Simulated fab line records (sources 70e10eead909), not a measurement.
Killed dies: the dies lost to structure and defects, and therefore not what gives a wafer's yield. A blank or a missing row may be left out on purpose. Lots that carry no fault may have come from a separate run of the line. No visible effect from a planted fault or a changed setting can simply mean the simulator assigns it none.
Struck lot and sound lot, side by side + flow nand harc + 15 out of 1159 route steps
Sound: wafers L930.3, L930.4, L930.5. The struck wafers were L937.2, L937.3, L937.4. Last of all comes the cause.
For every step that has rows: the tool of each side, followed by ch and its chambers, followed by its first start. Under that, the readings that differ: sound wafers + struck wafers + difference of the means + sigmas: that difference in standard deviations of wafers without a fault.
alike: readings whose means differ by less than 2 such deviations, and words and numbers that are the same on both sides. not compared: withheld readings, readings that some wafer has no value for, bounds like >300 that may hide the same value, and numbers for which the record gives no deviation and whose values overlap.
The two part at a step that has a row with sigmas, a row that says differs or no value, or rows on one side only. Non-overlapping numbers with no deviation appear without sigmas and do not part them. A reading missing from all wafers of one side parts the sides only when that side holds two or more wafers.

NHARC_THIN_TSV_ETCH_44: etches the open film in CF4/O2, target depth 1594.2 nm, time 797.1 s.
  sound on rie diel-04 ch 0,1, day 18 22:30; struck on rie diel-05 ch 0,2,3, day 21 09:34
  alike: drypump motor current A, oes product au, rf vpp V, showerhead plenum p Torr, throttle valve pct
  not compared: rf hours counter h
then, 1 step without rows for these wafers: NHARC_THIN_TSV_ETCH_15 (target depth 3000 nm, bosch target overetch cycles 2, bosch etch step 2.8 s).
NHARC_THIN_TSV_CD_MEAS_16:
  struck on cd sem-01, day 21 10:14; sound on cd sem-02, day 18 23:10
  alike: cd nm
NHARC_THIN_TSV_STRIP_45: strips in O2.
  sound on plasma asher-01 ch 0,1, day 18 23:19; struck on plasma asher-01 ch 0,1, day 21 10:18
  alike: drypump motor current A, heater power w
  not compared: rf hours counter h
then, 3 steps without rows for these wafers: NHARC_THIN_TSV_STRIP_46 (strips in post etch residue remover, time 1200 s); NHARC_THIN_TSV_DEP_47 (deposits SiO2, target thk 200 nm); NHARC_THIN_TSV_ETCHBACK_48 (etches the open film in C4F8/Ar, target depth 1028.5 nm, time 405.17 s).
NHARC_THIN_TSV_STRIP_62: strips in N2/H2, time 20 s.
  sound on plasma asher-02 ch 0,1, day 19 00:52; struck on plasma asher-01 ch 0,1, day 21 12:08
  alike: drypump motor current A, heater power w
  not compared: rf hours counter h
then, 2 steps without rows for these wafers: NHARC_THIN_TSV_DEGAS_49 (time 120 s); NHARC_THIN_TSV_PRE_CLEAN_50 (time 30 s).
NHARC_THIN_TSV_PVD_19: deposits TaN, target thk 20 nm.
  sound on pvd sputter-02; struck on pvd sputter-03
  alike: throttle valve pct
NHARC_THIN_TSV_PVD_51: deposits Cu, target thk 100 nm.
  sound on pvd sputter-02; struck on pvd sputter-03
  alike: throttle valve pct
NHARC_THIN_TSV_ECD_20: material Cu, target thk 2000 nm.
  sound on ecd cu-01 ch 0,1, day 19 01:40; struck on ecd cu-02 ch 0,1, day 21 14:16
then, 1 step without rows for these wafers: NHARC_THIN_TSV_ANNEAL_52 (time 90 s).
NHARC_END_SORT_01:
  sound on prober-01 ch 0, day 19 15:07; struck on prober-01 ch 0, day 22 02:41
  alike: defect limited yield, killed at array, killed at other, killed at periphery, killed dies, killed open, killed short, sort_bin_2_pct, sort_bin_3_pct, sort_bin_4_pct, sort n pass, sort rim yield pct, sort yield pct

## WHERE THEY PART
Nowhere in this record.

WHY: what the simulator had put in
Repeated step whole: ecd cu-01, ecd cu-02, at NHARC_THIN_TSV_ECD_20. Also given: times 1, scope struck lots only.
